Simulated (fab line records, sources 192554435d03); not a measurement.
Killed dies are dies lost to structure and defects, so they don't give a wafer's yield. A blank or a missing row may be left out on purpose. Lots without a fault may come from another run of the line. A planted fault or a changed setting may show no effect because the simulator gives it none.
Which tool did it? | flow n5_finfet | 10 lots, 28 wafers sampled, at 5 steps of a route of 1938

WHAT THE GAUGES READ, wafer by wafer
The record holds no reading of a measuring or inspecting step that can be judged against a usual standard deviation.

WHICH TOOL RAN EACH LOT (tool, then ch and the chambers of the sampled wafers, then the start)
lot  | N5_BEOL_M5_ETCH_61                 | N5_BEOL_M5_HM_OPEN_17             | N5_BEOL_M5_STRIP_19                | N5_BEOL_M5_ETCH_75                 | N5_PASSIVATION_PROBE_49
L128 | rie_diel-04 ch 1,2,3, day 8 03:20  | rie_metal-02 ch 1, day 8 03:32    | rie_diel-03 ch 0,2,3, day 8 04:02  | rie_diel-03 ch 0,1,2, day 8 04:35  | prober-01, day 12 09:32
L131 | rie_diel-04 ch 0,1,2, day 8 23:01  | rie_metal-03 ch 0,1, day 8 23:13  | rie_diel-03 ch 1,2,3, day 8 23:32  | rie_diel-04 ch 0,2,3, day 9 00:23  | prober-01, day 13 10:52
L130 | rie_diel-03 ch 1,2, day 9 01:55    | rie_metal-03 ch 0,1, day 9 02:08  | rie_diel-03 ch 2,3, day 9 02:14    | rie_diel-03 ch 1,2, day 9 02:53    | prober-02, day 13 18:08
L135 | rie_diel-03 ch 0,1,2, day 10 04:25 | rie_metal-01 ch 0,1, day 10 04:37 | rie_diel-04 ch 1,2,3, day 10 04:44 | rie_diel-03 ch 0,2,3, day 10 05:19 | -
L137 | rie_diel-04 ch 0,1,3, day 10 10:25 | rie_metal-02 ch 0,1, day 10 10:37 | rie_diel-04 ch 0,3, day 10 10:52   | rie_diel-03 ch 0,1,3, day 10 14:01 | -
L138 | rie_diel-03 ch 0,2, day 10 12:33   | rie_metal-03 ch 0, day 10 12:45   | rie_diel-03 ch 2, day 10 12:55     | rie_diel-03 ch 2, day 10 14:25     | prober-02, day 14 23:40
L147 | rie_diel-05 ch 0,1, day 13 05:05   | rie_metal-01 ch 0,1, day 13 05:20 | rie_diel-04 ch 0,3, day 13 05:24   | rie_diel-04 ch 0,1, day 13 06:43   | prober-01, day 17 06:38
L148 | rie_diel-03 ch 0,2,3, day 13 19:30 | rie_metal-01 ch 0,1, day 13 19:42 | rie_diel-04 ch 0,1,2, day 13 19:49 | rie_diel-03 ch 1,2,3, day 13 22:02 | prober-01, day 17 23:21
L150 | rie_diel-04 ch 1,3, day 13 22:58   | rie_metal-03 ch 0,1, day 13 23:11 | rie_diel-03 ch 1,2,3, day 13 23:19 | rie_diel-05 ch 1,2, day 14 01:43   | -
L151 | rie_diel-05 ch 1,3, day 14 03:08   | rie_metal-01 ch 0,1, day 14 03:20 | rie_diel-03 ch 0,1,3, day 14 03:28 | rie_diel-03 ch 1,3, day 14 04:02   | -
- N5_BEOL_M5_ETCH_61: etches SiARC in CF4, target depth 15.6 nm, time 26 s.
- N5_BEOL_M5_HM_OPEN_17: chemistry Cl2/BCl3, target TiN, target depth 20 nm, overetch 6 nm.
- N5_BEOL_M5_STRIP_19: strips in O2.
- N5_BEOL_M5_ETCH_75: etches underlayer in N2/H2, target depth 6.5 nm, time 5.2 s.
- N5_PASSIVATION_PROBE_49

WHAT THE TOOLS THEMSELVES READ (means of the sampled wafers that have a number; where no wafer has one, the mark that the record gives instead)
N5_BEOL_M5_ETCH_61.
lot  | tool        | drypump_motor_current_A (A) | etch_rf_on_time_s (s) | oes_product_au (a.u.) | rf_vpp_V (V) | showerhead_plenum_p_Torr (Torr) | throttle_valve_pct (%)
L128 | rie_diel-04 | 5.1                         | 26.0                  | 0.65                  | 184.2        | 2.14                            | 15.48
L131 | rie_diel-04 | 5.4                         | 25.7                  | 0.65                  | 183.8        | 2.07                            | 15.67
L130 | rie_diel-03 | 5.6                         | 26.5                  | 0.67                  | 183.8        | 2.09                            | 15.57
L135 | rie_diel-03 | 5.6                         | 26.0                  | 0.67                  | 184.3        | 2.14                            | 15.70
L137 | rie_diel-04 | 5.6                         | 25.5                  | 0.67                  | 184.0        | 2.15                            | 15.52
L138 | rie_diel-03 | 5.9                         | 26.7                  | 0.60                  | 184.4        | 2.12                            | 15.87
L147 | rie_diel-05 | 5.8                         | 26.3                  | 0.68                  | 183.2        | 2.06                            | 15.32
L148 | rie_diel-03 | 5.9                         | 26.3                  | 0.72                  | 185.4        | 2.22                            | 15.62
L150 | rie_diel-04 | 5.3                         | 26.1                  | 0.71                  | 183.9        | 2.21                            | 15.25
L151 | rie_diel-05 | 5.4                         | 25.7                  | 0.65                  | 183.9        | 2.10                            | 15.61

N5_BEOL_M5_HM_OPEN_17.
lot  | tool         | drypump_motor_current_A (A) | oes_product_au (a.u.) | throttle_valve_pct (%)
L128 | rie_metal-02 | 5.44                        | 0.66                  | 22.0
L131 | rie_metal-03 | 6.03                        | 0.67                  | 22.1
L130 | rie_metal-03 | 6.04                        | 0.73                  | 22.3
L135 | rie_metal-01 | 5.82                        | 0.66                  | 22.3
L137 | rie_metal-02 | 5.58                        | 0.65                  | 22.0
L138 | rie_metal-03 | 6.03                        | 0.62                  | 21.9
L147 | rie_metal-01 | 5.85                        | 0.65                  | 22.1
L148 | rie_metal-01 | 5.80                        | 0.64                  | 22.3
L150 | rie_metal-03 | 6.04                        | 0.70                  | 22.3
L151 | rie_metal-01 | 5.80                        | 0.64                  | 22.3

N5_BEOL_M5_STRIP_19.
lot  | tool        | drypump_motor_current_A (A) | oes_product_au (a.u.) | rf_vpp_V (V) | showerhead_plenum_p_Torr (Torr) | throttle_valve_pct (%)
L128 | rie_diel-03 | 5.9                         | 0.78                  | 3.4          | 2.11                            | 16.79
L131 | rie_diel-03 | 5.6                         | 0.85                  | 3.5          | 2.09                            | 16.57
L130 | rie_diel-03 | 5.9                         | 0.77                  | 2.8          | 2.04                            | 16.63
L135 | rie_diel-04 | 5.1                         | 0.75                  | 3.7          | 2.09                            | 16.54
L137 | rie_diel-04 | 6.0                         | 0.83                  | 3.5          | 2.10                            | 16.57
L138 | rie_diel-03 | 6.0                         | 0.70                  | 3.5          | 1.99                            | 16.74
L147 | rie_diel-04 | 5.8                         | 0.81                  | 4.2          | 2.12                            | 16.52
L148 | rie_diel-04 | 5.4                         | 0.81                  | 4.0          | 2.01                            | 16.60
L150 | rie_diel-03 | 5.6                         | 0.91                  | 3.4          | 2.17                            | 16.48
L151 | rie_diel-03 | 5.5                         | 0.80                  | 3.3          | 2.15                            | 16.81

N5_BEOL_M5_ETCH_75.
lot  | tool        | drypump_motor_current_A (A) | etch_rf_on_time_s (s) | h2_flow_sccm (sccm) | oes_product_au (a.u.) | rf_vpp_V (V) | showerhead_plenum_p_Torr (Torr) | throttle_valve_pct (%)
L128 | rie_diel-03 | 5.6                         | 5.19                  | 200.1               | 0.69                  | 524.2        | 2.56                            | 18.03
L131 | rie_diel-04 | 5.6                         | 5.15                  | 200.1               | 0.70                  | 523.4        | 2.54                            | 17.83
L130 | rie_diel-03 | 5.6                         | 5.23                  | 199.9               | 0.67                  | 522.0        | 2.48                            | 17.90
L135 | rie_diel-03 | 5.9                         | 4.76                  | 199.7               | 0.71                  | 523.2        | 2.54                            | 17.91
L137 | rie_diel-03 | 5.5                         | 4.67                  | 199.4               | 0.76                  | 527.0        | 2.61                            | 17.92
L138 | rie_diel-03 | 6.0                         | 4.53                  | 199.5               | 0.65                  | 520.1        | 2.41                            | 17.91
L147 | rie_diel-04 | 5.7                         | 5.09                  | 200.6               | 0.73                  | 522.9        | 2.48                            | 17.80
L148 | rie_diel-03 | 5.6                         | 5.18                  | 199.5               | 0.77                  | 527.0        | 2.63                            | 17.69
L150 | rie_diel-05 | 5.7                         | 5.16                  | 200.2               | 0.62                  | 523.0        | 2.49                            | 17.95
L151 | rie_diel-03 | 5.5                         | 5.07                  | 199.2               | 0.73                  | 524.9        | 2.56                            | 17.69

N5_PASSIVATION_PROBE_49.
lot  | tool      | defect_limited_yield (%) | killed_at_M0_to_M3 | killed_at_M4_up | killed_at_contacts | killed_at_front_end | killed_at_other | killed_dies | killed_open | killed_short | sort_bin_4_leakage (%) | sort_bin_5_function (%) | sort_bin_6_memory (%) | sort_n_pass | sort_yield_pct (%)
L128 | prober-01 | 90.8                     | 32                 | 14              | 17                 | 41                  | 4.0             | 108         | 76          | 31           | 0.00                   | 5.4                     | 3.6                   | 1072        | 90.8
L131 | prober-01 | 91.0                     | 24                 | 18              | 15                 | 45                  | 5.0             | 106         | 72          | 32           | 0.00                   | 5.5                     | 3.2                   | 1074        | 91.0
L130 | prober-02 | 90.6                     | 38                 | 15              | 13                 | 44                  | 1.7             | 111         | 74          | 34           | 0.00                   | 5.4                     | 3.4                   | 1069        | 90.6
L138 | prober-02 | 89.2                     | 38                 | 19              | 16                 | 52                  | 2.0             | 127         | 92          | 29           | 0.00                   | 6.4                     | 4.0                   | 1053        | 89.2
L147 | prober-01 | 91.3                     | 36                 | 10              | 10                 | 44                  | 2.5             | 102         | 66          | 30           | 0.00                   | 5.3                     | 2.9                   | 1078        | 91.3
L148 | prober-01 | 93.2                     | 31                 | 10              | 15                 | 23                  | 1.0             | 80          | 52          | 22           | 0.00                   | 3.9                     | 2.6                   | 1100        | 93.2

THE ANSWER, worked out from the rows above alone
Rule: what is usual is taken from the lots themselves. Put in order of their means at a reading, lots are off if they are a third of the lots or fewer, leave a main group of 4 or more, and stand apart from it by a gap of 3 or more times the standard deviation of the main group's means; of several such gaps the widest counts. A main group whose means are all the same, to the digits that the tables above print for the reading, isn't used. A lot without any number at a reading at which 4 lots or more have one is off too. The other lots that the step has rows for count as sound. The gauges are gone through in route order, then the tools' own readings, and for those a lot's mean is taken as printed above. The first step at which some lot is off is used, and at that step the reading that is off furthest; a lot without a number counts as furthest.
Off: L135, L137, L138, at N5_BEOL_M5_ETCH_75 (etch_rf_on_time_s). The main group: mean 5.15 s, standard deviation 0.052.
A tool fits if, at that step or a process step before it, it ran every lot that is off, and no sound lot after the first of them. None of those tried fits.

WHAT THE SIMULATOR HAD PUT IN
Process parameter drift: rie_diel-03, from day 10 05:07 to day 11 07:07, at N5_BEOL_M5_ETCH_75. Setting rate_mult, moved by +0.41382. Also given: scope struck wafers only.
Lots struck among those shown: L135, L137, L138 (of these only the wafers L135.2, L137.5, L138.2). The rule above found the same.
